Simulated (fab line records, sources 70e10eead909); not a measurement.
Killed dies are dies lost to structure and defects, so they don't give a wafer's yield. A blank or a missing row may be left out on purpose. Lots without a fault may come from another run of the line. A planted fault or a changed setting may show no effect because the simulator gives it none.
Chamber matching | flow nand_harc | NHARC_A_SGD_CUT_ETCH_58 on rie_diel-07: 4 sister chambers
The step etches the open film in CF4, target depth 39 nm, time 65 s. 4 wafers are shown with their chamber, then 9 later ones without.

WAFERS WITH THEIR CHAMBER
wafer  | chamber | oes_product_au (a.u.)
L076.5 | 1       | 0.989
L083.1 | 0       | 0.998
L085.5 | 3       | 1.014
L085.6 | 2       | 1.002

WAFERS WITHOUT THEIR CHAMBER
wafer  | oes_product_au (a.u.)
L087.1 | 0.996
L087.2 | 1.022
L087.3 | 1.011
L093.1 | 0.992
L093.3 | 0.973
L093.4 | 1.003
L097.1 | 1.009
L097.3 | 0.977
L097.4 | 0.996

WHICH CHAMBER EACH WENT THROUGH
wafer  | from the rows above               | in truth
L087.1 | can't be placed: 0 or 2 or 1      | 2
L087.2 | can't be placed: 3 or 2           | 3
L087.3 | can't be placed: 3 or 2 or 0      | 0
L093.1 | can't be placed: 1 or 0 or 2      | 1
L093.3 | can't be placed: 1 or 0 or 2      | 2
L093.4 | can't be placed: 2 or 0 or 3 or 1 | 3
L097.1 | can't be placed: 3 or 2 or 0 or 1 | 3
L097.3 | can't be placed: 1 or 0 or 2      | 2
L097.4 | can't be placed: 0 or 2 or 1      | 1
Placed correctly: 0 of 9. Can't be placed from these rows: 9 (the true chamber is among the candidates in 9). Placed wrongly: 0.
How it was worked out, from the rows above alone: a wafer's distance from a chamber is the root of the sum, over the readings, of the square of ((its reading less the chamber's mean) divided by the reading's scatter). The wafer belongs to the nearest chamber; if the next one is less than 2 further off, it can't be placed. A chamber's mean is the mean of its shown wafers. The scatter: with one shown wafer a chamber, the root of the mean of the squares of how far each hidden wafer lies from its nearest shown one.
